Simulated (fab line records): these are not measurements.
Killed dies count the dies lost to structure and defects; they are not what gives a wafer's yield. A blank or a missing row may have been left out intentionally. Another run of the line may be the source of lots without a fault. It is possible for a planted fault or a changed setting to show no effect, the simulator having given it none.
Chamber matching	flow n5 finfet	4 sister chambers for N5_HKMG_FIN_STRIP_89 on rie diel-01
The step strips SOC in N2/H2, time 20 s. 8 wafers are shown with their chamber, then 8 later ones without.

EACH WAFER AND ITS CHAMBER
wafer	chamber	throttle valve pct (%)	drypump motor current A (A)
L074.2	2	19.11	5.7
L081.5	2	19.12	5.7
L085.1	3	19.44	4.8
L085.3	0	18.41	6.5
L085.4	0	18.40	6.6
L085.5	3	19.45	4.8
L085.6	1	19.21	5.7
L088.2	1	19.23	5.8

WAFERS WHOSE CHAMBER IS MISSING
wafer	throttle valve pct (%)	drypump motor current A (A)
L088.4	19.47	4.8
L088.6	19.46	4.8
L091.1	18.73	5.7
L091.4	19.24	5.8
L091.6	19.48	4.8
L097.1	19.25	5.8
L097.2	18.73	5.7
L097.4	19.51	4.8

WHICH CHAMBER EACH ONE RAN IN
wafer	from the rows above	in truth
L088.4	3	3
L088.6	3	3
L091.1	0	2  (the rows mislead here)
L091.4	1	1
L091.6	3	3
L097.1	1	1
L097.2	0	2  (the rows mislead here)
L097.4	3	3
Placed correctly: 6 of 8. From these rows, 0 cannot be placed. Number placed wrongly: 2.
How it was worked out, from the rows above alone: a wafer's distance from a chamber is the root of the sum, over the readings, of the square of ((its reading less the chamber's mean) divided by the reading's scatter). The wafer belongs to the nearest chamber; if the next one is less than 2 further off, it can't be placed. A chamber's mean is the mean of its shown wafers. The scatter: take each reading less its chamber's mean, square it, sum over the shown wafers, divide by the number of wafers less the number of chambers, and take the root.
